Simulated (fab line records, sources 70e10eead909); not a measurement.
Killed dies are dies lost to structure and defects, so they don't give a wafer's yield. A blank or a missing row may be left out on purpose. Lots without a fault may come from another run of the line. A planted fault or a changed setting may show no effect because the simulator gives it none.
fab line records | flow nand_harc
record lots=12 wafers=36 last_day=33
route steps=1302 shown A_ONON_D1@444 A_CHANNEL_HOLE_D1@463 END@1302
lots that met no fault: from a run of the same line without faults
start_h: hours from the record's first day to the start of the lot's first wafer shown | wait_h: hours since the lot's step before | " the same as in the row above | L1.1+2: a row that stands for several wafers | - no value, or no start given | * or withheld: withheld | < > ~ a bound
route shown NAME@n: a module of which the file shows steps, and the number in the route of the first | usual: mean/standard deviation of fault-free wafers | same: alike in all rows | chamber/n: place in a boat | sites: the reading at each site | _std_site: their standard deviation | _edge_site: outer sites' mean less inner sites' | radius_mm: how far each site lies from the wafer's centre | mask NAME#n: copy n | behind: the tool/chamber that last shaped the wafer | hold: why the lot was held/for how many hours/how that ended | device: the transistor (n, p or np) that didn't switch | end of line: the same wafers' tests at the end of the route | a step without rows: its recipe alone | killed: dies lost to structure and defects at the first sort, not the wafer's yield | map: a wafer's dies, x killed, . not, _ none there
set.NAME: the setting as run; set.NAME@STEP: as run at that earlier step | model.NAME: the simulator's own value behind a step, which no gauge read
steps of the route over a sample of lots; a table a step, a row a wafer
services: from which hour (start_h, from the record's first day; less than 0 if before it) a tool's chamber was out of use, for how many hours, and why
## steps
# step NHARC_A_ONON_D1_DEP_28
# recipe target_thk_a=10000 n2_flow_sccm=2750 n2o_flow_sccm=2000 nh3_flow_sccm=500 sih4_flow_sccm=210 temp_c=400
# columns lot.wafer tool chamber start_h wait_h
L618.2+3+4 pecvd_onon-03 0 192.20 0.1
L617.3+5+6 pecvd_onon-04 0 192.24 0.2
L621.1+2+6 pecvd_onon-04 0 231.02 0.1
L622.1+4+5 pecvd_onon-04 0 239.44 0.1
L623.1+4+6 pecvd_onon-04 0 245.64 0.1
L624.2+5+6 pecvd_onon-04 0 255.91 0.1
L633.2+3+5 pecvd_onon-03 0 339.04 0.1
L635.1+2+3 pecvd_onon-04 0 358.17 0.1
L634.3+4+5 pecvd_onon-03 0 358.25 0.2
L636.2+3+5 pecvd_onon-01 0 383.97 0.1
L638.2+3+6 pecvd_onon-01 0 395.80 0.1
L639.3+5+6 pecvd_onon-04 0 405.36 0.2
# step NHARC_A_ONON_D1_THK_MEAS_30
# recipe thk_meas_gauge=ellipsometry
# usual thk_nm=1000/9.9
# columns lot.wafer tool chamber start_h wait_h thk_nm
L617.3 film_metro-01 - 192.64 - 992
L617.5 " - " " 991
L617.6 " - " " 991
L618.2 film_metro-02 - 192.65 - 1000
L618.3 " - " " 1003
L618.4 " - " " 1000
L621.1 film_metro-01 - 231.53 - 996
L621.2 " - " " 994
L621.6 " - " " 995
L622.1 film_metro-01 - 239.95 - 991
L622.4 " - " " 993
L622.5 " - " " 992
L623.1 film_metro-01 - 246.16 - 1008
L623.4 " - " " 1009
L623.6 " - " " 565
L624.2 film_metro-02 - 256.37 - 1003
L624.5 " - " " 1003
L624.6 " - " " 559
L633.2 film_metro-01 - 339.49 - 992
L633.3 " - " " 993
L633.5 " - " " 993
L634.3 film_metro-01 - 358.64 - 998
L634.4 " - " " 998
L634.5 " - " " 998
L635.1 film_metro-01 - 358.68 - 1003
L635.2 " - " " 1001
L635.3 " - " " 1003
L636.2 film_metro-01 - 384.42 - 999
L636.3 " - " " 1000
L636.5 " - " " 999
L638.2 film_metro-02 - 396.26 - 976
L638.3 " - " " 976
L638.6 " - " " 978
L639.3 film_metro-02 - 405.76 - 996
L639.5 " - " " 996
L639.6 " - " " 999
# step NHARC_A_ONON_D1_DEP_33
# recipe target_thk_a=2000 temp_c=400 pressure_torr=6.5 rf_w=900 teos_flow_sccm=161.4 flow_sccm=2650 target_thk_nm=200 gas=O2 material=SiO2
# usual heater_power_w=508/83 mfc_precursor_sccm=161.4/0.5 throttle_valve_pct=15.9/0.48
# columns lot.wafer tool chamber start_h wait_h heater_power_w mfc_precursor_sccm throttle_valve_pct
L618.3 pecvd-02 1 192.71 0.1 502 161.3 16.8
L618.2 " 0 " " 545 161.1 16.0
L618.4 " 1 " " 526 161.2 16.5
L617.3 pecvd-01 2 192.74 0.1 490 161.7 15.2
L617.6 " 2 " " 489 162.2 15.2
L617.5 " 0 " " 635 161.4 16.1
L621.2 pecvd-03 0 231.59 0.1 529 160.3 16.3
L621.1 " 1 " " 461 161.5 15.1
L621.6 " 0 " " 512 161.1 16.2
L622.1 pecvd-03 2 240.01 0.1 447 162.2 15.9
L622.5 " 2 " " 473 161.3 16.3
L622.4 " 0 " " 505 161.0 16.2
L623.1 pecvd-01 0 246.21 0.1 619 161.2 16.2
L623.4 " 0 " " 630 161.2 16.3
L623.6 " 2 " " 547 160.7 15.3
L624.2 pecvd-03 1 256.52 0.1 598 160.6 15.2
L624.6 " 2 " " 474 161.2 16.2
L624.5 " 0 " " 518 160.9 16.1
L633.2 pecvd-02 0 339.55 0.1 650 161.1 15.5
L633.3 " 2 " " 424 160.3 16.1
L633.5 " 2 " " 433 160.5 16.0
L635.1 pecvd-01 1 358.74 0.1 537 161.7 16.3
L635.2 " 2 " " 540 160.9 15.1
L635.3 " 0 " " 543 161.6 15.8
L634.3 pecvd-03 1 358.74 0.1 598 161.4 15.3
L634.4 " 0 " " 503 160.8 16.2
L634.5 " 2 " " 411 162.1 16.5
L636.2 pecvd-01 1 384.48 0.1 530 162.0 16.4
L636.3 " 0 " " 590 160.9 16.0
L636.5 " 0 " " 604 161.5 16.3
L638.3 pecvd-02 0 396.36 0.1 638 162.1 15.9
L638.2 " 1 " " 573 161.5 16.4
L638.6 " 1 " " 566 161.2 16.1
L639.3 pecvd-02 1 405.91 0.1 591 161.5 16.3
L639.6 " 0 " " 593 160.7 15.7
L639.5 " 1 " " 447 161.5 15.9
# step NHARC_A_CHANNEL_HOLE_D1_OVL_MEAS_11
# usual overlay_x_nm=0.0/0.7 overlay_y_nm=-0.3/0.86
# columns lot.wafer tool chamber start_h wait_h overlay_x_nm overlay_y_nm
L617.3 overlay-02 - 195.86 - 0.0 0.7
L617.5 " - " " 0.1 0.9
L617.6 " - " " 0.5 0.8
L618.2 overlay-02 - 197.60 - 0.7 -0.7
L618.3 " - " " 1.1 -0.3
L618.4 " - " " 1.0 -0.1
L621.1 overlay-02 - 234.76 - -0.7 -1.0
L621.2 " - " " -1.3 0.0
L621.6 " - " " -0.3 -0.7
L622.1 overlay-02 - 246.32 - 0.1 0.3
L622.4 " - " " 0.5 0.0
L622.5 " - " " 0.4 0.9
L623.1 overlay-01 - 250.36 - -0.8 -1.1
L623.4 " - " " -0.2 -1.3
L624.2 overlay-02 - 260.83 - -0.2 -0.2
L624.5 " - " " -0.3 0.3
L633.2 overlay-02 - 342.73 - 1.2 -0.5
L633.3 " - " " 0.7 0.2
L633.5 " - " " 0.8 0.4
L634.3 overlay-02 - 361.81 - -0.7 -0.5
L634.4 " - " " -0.9 -1.6
L634.5 " - " " -0.8 -0.7
L635.1 overlay-01 - 363.85 - 0.3 -1.8
L635.2 " - " " 0.1 -2.2
L635.3 " - " " 0.2 -1.7
L636.2 overlay-01 - 390.52 - 0.6 0.1
L636.3 " - " " 0.3 0.1
L636.5 " - " " 0.1 -0.2
L638.2 overlay-01 - 401.58 - 0.0 -0.4
L638.3 " - " " -0.1 -0.1
L638.6 " - " " 0.0 0.0
L639.3 overlay-02 - 409.03 - -0.2 1.3
L639.5 " - " " -0.5 0.5
L639.6 " - " " -1.0 0.6
# step NHARC_A_CHANNEL_HOLE_D1_DESCUM_15
# recipe time_s=3 o2_flow_sccm=200 ar_flow_sccm=0 bias_power_w=0 chemistry=O2
# usual drypump_motor_current_A=5.5/0.33 o2_flow_sccm=200.0/0.61 oes_product_au=1.001/0.009 rf_vpp_V=57.8/0.88 showerhead_plenum_p_Torr=1.89/0.091 throttle_valve_pct=11.311/0.009
# columns lot.wafer tool chamber start_h wait_h drypump_motor_current_A o2_flow_sccm oes_product_au rf_hours_counter_h rf_vpp_V showerhead_plenum_p_Torr throttle_valve_pct
L617.3 rie_diel-10 2 195.97 0.1 5.1 199.8 0.992 11 58.0 1.98 11.311
L617.5 " 1 " " 5.4 199.8 0.995 - 57.8 1.79 11.328
L617.6 " 2 " " 5.1 200.0 0.979 - 59.5 1.98 11.319
L618.3 rie_diel-10 0 197.70 0.1 5.5 200.3 1.000 12 57.6 2.05 11.307
L618.4 " 2 " " 5.1 199.5 1.002 11 58.0 1.98 11.309
L618.2 " 3 " " 5.6 198.6 1.002 11 58.5 1.84 11.321
L621.2 rie_diel-12 1 234.87 0.1 5.2 199.5 1.007 45 57.1 1.89 11.323
L621.1 " 3 " " 5.7 200.0 0.994 37 57.3 1.86 11.313
L621.6 " 1 " " 5.1 199.4 1.001 - 56.9 1.89 11.330
L622.4 rie_diel-07 2 246.45 0.1 5.4 200.3 0.998 38 57.5 1.83 11.330
L622.1 " 0 " " 5.5 200.5 1.001 35 57.1 1.78 11.311
L622.5 " 1 " " 5.7 199.8 1.018 - 58.7 1.87 11.306
L623.1 rie_diel-12 0 250.80 0.4 6.6 199.6 1.015 46 58.1 1.83 11.305
L623.4 " 1 " " 5.1 199.7 1.007 - 58.0 1.89 11.322
L624.2 rie_diel-10 0 260.95 0.1 5.5 199.4 1.009 0 58.3 2.04 11.313
L624.5 " 3 " " 5.6 199.5 1.001 - 59.7 1.84 11.319
L633.3 rie_diel-10 3 342.83 0.1 5.6 199.2 1.006 7 56.3 1.84 11.301
L633.2 " 1 " " 5.4 200.1 1.018 7 56.8 1.79 11.308
L633.5 " 3 " " 5.6 198.3 1.020 - 56.2 1.84 11.319
L634.4 rie_diel-10 2 361.91 0.1 5.1 200.2 1.004 8 57.8 1.98 11.311
L634.3 " 3 " " 5.6 200.6 1.016 9 57.8 1.84 11.317
L634.5 " 2 " " 5.1 199.9 1.014 - 57.7 1.98 11.308
L635.3 rie_diel-10 2 363.95 0.1 5.1 199.9 0.990 8 59.0 1.98 11.303
L635.1 " 0 " " 5.5 200.2 1.013 9 59.0 2.04 11.316
L635.2 " 1 " " 5.3 200.6 0.996 8 57.3 1.79 11.295
L636.3 rie_diel-10 2 390.63 0.1 5.1 200.2 1.002 10 59.5 1.98 11.322
L636.2 " 3 " " 5.6 199.6 1.006 11 59.0 1.83 11.306
L636.5 " 2 " " 5.1 200.4 0.999 - 57.4 1.98 11.317
L638.3 rie_diel-10 0 401.67 0.1 5.5 199.9 1.010 12 58.8 2.04 11.301
L638.2 " 2 " " 5.1 200.1 0.993 12 58.1 1.98 11.310
L638.6 " 1 " " 5.3 200.8 0.994 - 56.8 1.79 11.299
L639.3 rie_diel-10 3 409.13 0.1 5.6 199.5 1.004 13 57.7 1.83 11.329
L639.6 " 2 " " 5.1 199.4 1.000 - 58.6 1.98 11.307
L639.5 " 3 " " 5.6 200.7 1.015 - 57.9 1.83 11.315
# step NHARC_END_SORT_01
# recipe temp_c=25
# usual killed_at_array=52/20 killed_at_other=1.0/1.3 killed_at_periphery=3.7/2.2 killed_dies=57/20 killed_open=3.2/1.6 killed_short=2.4/1.6
# same gross_dies=677
# columns lot.wafer tool chamber start_h wait_h killed_at_array killed_at_other killed_at_periphery killed_dies killed_open killed_short
L623.1 prober-02 0 632.64 2.5 23 4 3 30 3 0
L623.4 prober-02 0 635.08 3.4 20 0 5 25 5 4
L623.6 prober-02 0 636.70 4.1 675 1 1 677 5 1
L624.2 prober-01 0 641.21 2.8 61 1 4 66 5 5
L624.5 prober-01 0 643.60 3.7 54 0 3 57 1 3
L624.6 prober-01 0 644.40 4.0 673 1 3 677 4 1
# killed by level:class
L623.1 A_CHANNEL_HOLE_D2:chamber_film_flake=11 A_CHANNEL_HOLE_D1:chamber_film_flake=4 THIN_TSV:chamber_film_flake=4 A_STAIRCASE:chamber_film_flake=2 A_M0:chamber_film_flake=2 P_CONTACT:geometric_particle:open=1 A_ONON_D1:geometric_particle:open=1 A_CHANNEL_HOLE_D1:geometric_particle:open=1
L623.4 A_CHANNEL_HOLE_D2:chamber_film_flake=5 A_CHANNEL_HOLE_D1:chamber_film_flake=3 A_STAIRCASE:chamber_film_flake=3 A_M0:chamber_film_flake=3 P_CONTACT:geometric_particle:open=2 P_M1:geometric_particle:open=2 P_M0:geometric_particle:open=1 A_SOURCE_PLATE:geometric_particle:short=1
L623.6 A_ONON_D1:area_dep=647 A_CHANNEL_HOLE_D2:chamber_film_flake=7 A_CHANNEL_HOLE_D1:chamber_film_flake=6 A_STAIRCASE:chamber_film_flake=4 A_CONTACT:geometric_particle:open=2 A_CHANNEL_FILL_D1:chamber_film_flake=2 A_CONTACT:chamber_film_flake=2 A_M0:chamber_film_flake=2
L624.2 A_CHANNEL_HOLE_D1:chamber_film_flake=29 A_CHANNEL_HOLE_D2:chamber_film_flake=16 A_STAIRCASE:chamber_film_flake=3 A_SLIT:chamber_film_flake=3 P_CONTACT:geometric_particle:open=2 A_CHANNEL_FILL_D2:geometric_particle:short=2 A_CONTACT:chamber_film_flake=2 P_M1:geometric_particle:open=1
L624.5 A_CHANNEL_HOLE_D1:chamber_film_flake=28 A_CHANNEL_HOLE_D2:chamber_film_flake=17 A_STAIRCASE:chamber_film_flake=3 P_ZERO_WELL:chamber_film_flake=2 A_CHANNEL_HOLE_D1:geometric_particle:short=1 A_CHANNEL_FILL_D1:geometric_particle:short=1 A_DECK1_JOINT:geometric_particle:open=1 A_ONON_D2:geometric_particle:short=1
L624.6 A_ONON_D1:area_dep=626 A_CHANNEL_HOLE_D1:chamber_film_flake=30 A_CHANNEL_HOLE_D2:chamber_film_flake=11 P_ZERO_WELL:chamber_film_flake=2 A_SOURCE_PLATE:geometric_particle:open=1 A_CHANNEL_FILL_D1:geometric_particle:short=1 A_DECK1_JOINT:geometric_particle:open=1 A_CHANNEL_HOLE_D2:geometric_particle:open=1
## services
# columns tool chamber start_h hours kind
rie_diel-07 3 173.98 3.1 repair
pecvd-03 - 185.25 13.0 pm
pecvd-02 - 218.20 0.9 repair
pecvd-02 - 227.00 13.0 pm
pecvd_onon-03 - 227.00 13.0 pm
rie_diel-07 0 232.43 3.9 repair
rie_diel-12 2 240.43 25.3 repair
rie_diel-10 - 242.54 9.0 pm
rie_diel-12 - 268.96 9.0 pm
pecvd_onon-01 - 269.09 13.0 pm
rie_diel-07 0 278.31 7.7 repair
rie_diel-10 2 286.15 2.9 repair
pecvd-02 1 299.59 17.3 repair
pecvd_onon-04 - 311.12 13.0 pm
pecvd-01 - 311.37 13.0 pm
pecvd_onon-03 - 322.61 9.6 repair
pecvd-02 - 325.61 0.9 repair
pecvd-02 0 348.26 13.9 repair
pecvd-02 - 361.39 0.7 repair
pecvd-03 - 366.25 13.0 pm
rie_diel-10 1 372.76 22.8 repair
pecvd-01 2 375.67 10.1 repair
pecvd-02 - 408.00 13.0 pm
pecvd_onon-03 - 408.00 13.0 pm
## key
first_sign step=NHARC_A_ONON_D1_THK_MEAS_30 reading=thk_nm direction=down sigmas=44 usual=1000 struck=562
effect step=NHARC_END_SORT_01 reading=killed_at_array direction=up sigmas=31 usual=52 struck=674
more_kills_born_at NHARC_A_ONON_D1_DEP_28@pecvd_onon-04=1273
met_at NHARC_A_ONON_D1_DEP_28
struck_lots L623,L624
struck_wafers L623.6,L624.6
later_rows_left_out L623.6,L624.6
tester_left_out L623,L624
not_acting_at NHARC_A_ONON_D1_DEP_33,NHARC_A_CHANNEL_HOLE_D1_OVL_MEAS_11,NHARC_A_CHANNEL_HOLE_D1_DESCUM_15
onset_between 239.44 245.64
fault kind=process_parameter_drift tool=pecvd_onon-04 chamber=- onset_h=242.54 steps=NHARC_A_ONON_D1_DEP_28 channel=target_thk_a offset=* shape=step end_h=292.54 scope=struck_wafers_only acts_in=* stated=*
# tester_left_out: of these lots the tester's yield and bins aren't shown, on N5 and GAA mostly nor the transistor test; their killed dies are dies lost to structure and defects alone, not to doping, threshold or leakage, so they don't give the yield
# later_rows_left_out: the simulator's readings of these wafers behind a module that went badly wrong aren't trusted and aren't shown, but for the sort
